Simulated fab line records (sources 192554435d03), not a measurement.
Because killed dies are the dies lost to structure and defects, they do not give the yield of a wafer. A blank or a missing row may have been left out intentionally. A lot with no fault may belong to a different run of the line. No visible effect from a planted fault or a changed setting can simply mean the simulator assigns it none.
2 desks looking at one fault + flow n5_finfet + only its own numbers are on each desk; what lay behind them is given at the end

## AT THE METROLOGY DESK
What the gauges read, lot by lot, whatever tool the lot ran on: means of the sampled wafers that have a number. Any lot whose mean is over 4 standard deviations away from the usual mean is out of limits and marked OUT; that distance is given in the brackets. Readings shown: 7 of its 10, picked as those furthest out on some lot.
Columns: A = DIBL_P at N5_BEOL_M4_RC_MEAS_101, usual 35.6 mV/V; B = IOFF_N at N5_BEOL_M4_RC_MEAS_101, usual 0.148 nA/um; C = IOFF_P at N5_BEOL_M4_RC_MEAS_101, usual 0.20 nA/um; D = ION_N at N5_BEOL_M4_RC_MEAS_101, usual 672 uA/um; E = ION_P at N5_BEOL_M4_RC_MEAS_101, usual 462 uA/um; F = SS_P at N5_BEOL_M4_RC_MEAS_101, usual 73.1 mV/dec; G = VT_P at N5_BEOL_M4_RC_MEAS_101, usual -251 mV
| lot  | first seen here | A    | B     | C    | D   | E   | F    | G    |
|------|-----------------|------|-------|------|-----|-----|------|------|
| L493 | day 7 15:10     | 35.3 | 0.138 | 0.16 | 670 | 454 | 72.8 | -257 |
| L498 | day 9 04:34     | 36.6 | 0.159 | 0.20 | 684 | 463 | 73.6 | -252 |
| L497 | day 9 07:14     | 37.9 | 0.159 | 0.19 | 677 | 463 | 72.9 | -255 |
| L500 | day 9 10:25     | 36.6 | 0.181 | 0.25 | 688 | 475 | 73.1 | -244 |
| L499 | day 9 11:45     | 32.7 | 0.119 | 0.17 | 665 | 460 | 72.5 | -253 |
| L503 | day 10 05:30    | 34.7 | 0.133 | 0.17 | 664 | 453 | 73.0 | -254 |
| L511 | day 12 03:19    | 36.8 | 0.158 | 0.20 | 675 | 461 | 73.3 | -252 |
| L513 | day 12 19:14    | 35.0 | 0.174 | 0.18 | 672 | 452 | 73.6 | -253 |
| L514 | day 13 02:19    | 40.2 | 0.188 | 0.25 | 681 | 466 | 74.1 | -248 |
| L515 | day 13 18:52    | 35.2 | 0.161 | 0.20 | 683 | 468 | 72.3 | -248 |
This desk found nothing out of limits on any of the 10 lots.

## DESK OF THE TOOL OWNER: pecvd-02
The tool's own readings at N5_BEOL_M1_PECVD_72 (deposits SiO2 from TEOS/O2, target thk 16 nm, time 18 s): means of the sampled wafers that have a number, for each lot that ran on this tool. Any lot whose mean is over 4 standard deviations away from the usual mean is out of limits and marked OUT; that distance is given in the brackets.
Columns: A = heater_power_w at N5_BEOL_M1_PECVD_72, usual 714 W; B = rf_fwd_power_W at N5_BEOL_M1_PECVD_72, usual 443.6 W; C = showerhead_plenum_p_Torr at N5_BEOL_M1_PECVD_72, usual 8.80 Torr; D = showerhead_vpp_V at N5_BEOL_M1_PECVD_72, usual 1314 V; E = susceptor_temp_C at N5_BEOL_M1_PECVD_72, usual 400.00 C; F = throttle_valve_pct at N5_BEOL_M1_PECVD_72, usual 22.5 %
| lot  | first seen here | A   | B     | C    | D    | E                | F    |
|------|-----------------|-----|-------|------|------|------------------|------|
| L493 | day 6 01:19     | 719 | 443.9 | 8.80 | 1343 | 400.20           | 23.1 |
| L498 | day 7 12:54     | 747 | 443.7 | 8.80 | 1322 | 400.10           | 22.8 |
| L497 | day 7 13:07     | 796 | 442.6 | 8.78 | 1339 | 399.93           | 23.6 |
| L499 | day 7 13:31     | 677 | 444.3 | 8.78 | 1314 | 394.79 (-24) OUT | 22.8 |
| L500 | day 7 20:31     | 675 | 442.3 | 8.81 | 1333 | 394.97 (-23) OUT | 22.9 |
| L503 | day 8 09:08     | 725 | 442.5 | 8.80 | 1320 | 394.95 (-23) OUT | 22.9 |
Finding of this desk: L499, L500, L503 out of limits; the first was L499 at day 7 13:31, on susceptor_temp_C at N5_BEOL_M1_PECVD_72. L493, L498, L497 stayed within limits.

## TAKEN TOGETHER
At day 7 13:31, on L499, L500, L503, the tool owner's desk was in a position to raise an alarm.
From the metrology desk's view, nothing was out of limits.
The metrology desk has L499, L500, L503 on record, within its limits.
All the named lots went through N5_BEOL_M1_PECVD_72 on pecvd-02.

## WHAT WAS PUT IN BY THE SIMULATOR
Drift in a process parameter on pecvd-02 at N5_BEOL_M1_PECVD_72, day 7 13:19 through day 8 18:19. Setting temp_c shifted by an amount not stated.
Lots struck among those shown: L499, L500, L503.
Delay in hours, fault start to first out-of-limits reading, by desk: the tool owner's desk at 0.
